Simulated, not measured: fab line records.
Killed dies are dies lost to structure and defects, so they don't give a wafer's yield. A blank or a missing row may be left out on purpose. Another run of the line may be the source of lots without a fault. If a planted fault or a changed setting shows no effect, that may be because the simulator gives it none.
A struck lot beside a sound one / flow nandHarc / 11 steps out of a route of 1302
Sound: wafers L632.1, L632.2, L632.3. Struck: wafers L640.2, L640.4, L640.5. Last of all comes the cause.
Each step with rows lists, per side, the tool, then ch with its chambers, then its first start. Under that, the readings that differ: sound wafers / struck wafers / difference of the means / sigmas: that difference in standard deviations of wafers without a fault.
alike: readings with means less than 2 such deviations apart, plus words and numbers identical on both sides. not compared: withheld readings, readings lacking a value on some wafer, bounds such as >300 that could conceal the same value, and numbers that have no deviation in the record and whose values overlap.
Wherever a step has rows on one side only, a row that says differs or no value, or a row with sigmas, the two part there. Numbers that have no deviation but don't overlap get no sigmas and don't part them. A reading that every wafer of one side lacks parts them only if that side has two wafers or more.

first, 3 steps without rows for these wafers: NHARC_A_STAIRCASE_PEB_439 (peb time 130 s); NHARC_A_STAIRCASE_DEVELOP_440 (time 140 s); NHARC_A_STAIRCASE_HARDBAKE_442 (time 140 s).
NHARC_A_STAIRCASE_DESCUM_443: chemistry O2, time 3 s.
  sound on rieDiel-09 ch 0,1,2, day 18 22:50; struck on rieDiel-01 ch 0,3, day 21 20:59
  alike: drypumpMotorCurrentA, oesProductAu, rfVppV, showerheadPlenumPTorr, throttleValvePct
  not compared: rfHoursCounterH
NHARC_A_STAIRCASE_ETCH_444: etches the open film in C4F8/O2, target depth 20400 nm, time 6800 s.
  sound on rieDiel-09 ch 0,2,3, day 18 23:24; struck on rieDiel-01 ch 1,3, day 21 21:42
  alike: oesProductAu, rfVppV
  not compared: rfHoursCounterH
NHARC_A_STAIRCASE_STRIP_446: strips in O2.
  sound on plasmaAsher-02 ch 0,1, day 19 03:20; struck on plasmaAsher-01 ch 0,1, day 22 02:25
  alike: drypumpMotorCurrentA, heaterPowerW
  not compared: rfHoursCounterH
then, 3 steps without rows for these wafers: NHARC_A_STAIRCASE_STRIP_447 (strips in SPM, time 900 s); NHARC_A_STAIRCASE_PRECLEAN_448 (cleans in SC1); NHARC_A_STAIRCASE_SRD_449.
NHARC_A_STAIRCASE_CMP_450: polishes SiO2, target thk 200 nm.
  sound on cmp-04 ch 1,2,3, day 19 04:08; struck on cmp-01 ch 1,2, day 22 03:10
  alike: edgeZonePressureFrac, motorCurrentA, slurryFlowMlMin
  not compared: padLifeWafers
NHARC_A_STAIRCASE_CMP_152: polishes.
  sound on cmp-04 ch 1,2,3, day 19 04:13; struck on cmp-01 ch 1,2, day 22 03:14
  no value came back on the struck wafers for edgeZonePressureFrac, motorCurrentA (A), padLifeWafers, slurryFlowMlMin; on the sound wafers edgeZonePressureFrac reads 0.996 1.000 1.001

## WHERE THEY PART
Only at NHARC_A_STAIRCASE_CMP_152, as far as this record shows.

WHY: what had been put in by the simulator
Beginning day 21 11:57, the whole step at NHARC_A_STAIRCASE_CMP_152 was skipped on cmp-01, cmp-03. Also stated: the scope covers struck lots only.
